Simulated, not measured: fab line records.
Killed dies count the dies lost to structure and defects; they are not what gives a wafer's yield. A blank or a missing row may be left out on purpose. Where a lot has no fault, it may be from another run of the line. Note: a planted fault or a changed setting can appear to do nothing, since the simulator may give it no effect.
Matching of chambers    flow nand harc    4 sister chambers for NHARC_A_STAIRCASE_DESCUM_443 on rie diel-13
The step chemistry O2, time 3 s. 4 wafers are shown with their chamber, then 7 later ones without.

## WAFERS, EACH WITH ITS CHAMBER
wafer   chamber  drypump motor current A (A)
L929.5  1        6.0
L931.5  2        6.0
L935.1  0        5.5
L935.3  3        5.2

## WAFERS WITH NO CHAMBER GIVEN
wafer   drypump motor current A (A)
L935.4  6.1
L937.2  6.0
L937.4  6.1
L937.6  5.2
L940.1  6.1
L940.3  5.5
L940.6  6.1

## EACH ONE'S CHAMBER
wafer   from the rows above      in truth
L935.4  can't be placed: 1 or 2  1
L937.2  can't be placed: 1 or 2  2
L937.4  can't be placed: 1 or 2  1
L937.6  3                        3
L940.1  can't be placed: 1 or 2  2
L940.3  0                        0
L940.6  can't be placed: 1 or 2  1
Correct placement for 2 of the 7. These rows do not allow placing 5 (true chamber among the candidates in 5). Placed wrongly: 0.
How it was worked out, from the rows above alone: a wafer's distance from a chamber is the root of the sum, over the readings, of the square of ((its reading less the chamber's mean) divided by the reading's scatter). The wafer belongs to the nearest chamber; if the next one is less than 2 further off, it can't be placed. The mean given for a chamber averages the wafers shown for that chamber. The scatter (one wafer shown for each chamber): square how far every hidden wafer sits from the nearest shown wafer, average those squares and take the square root.
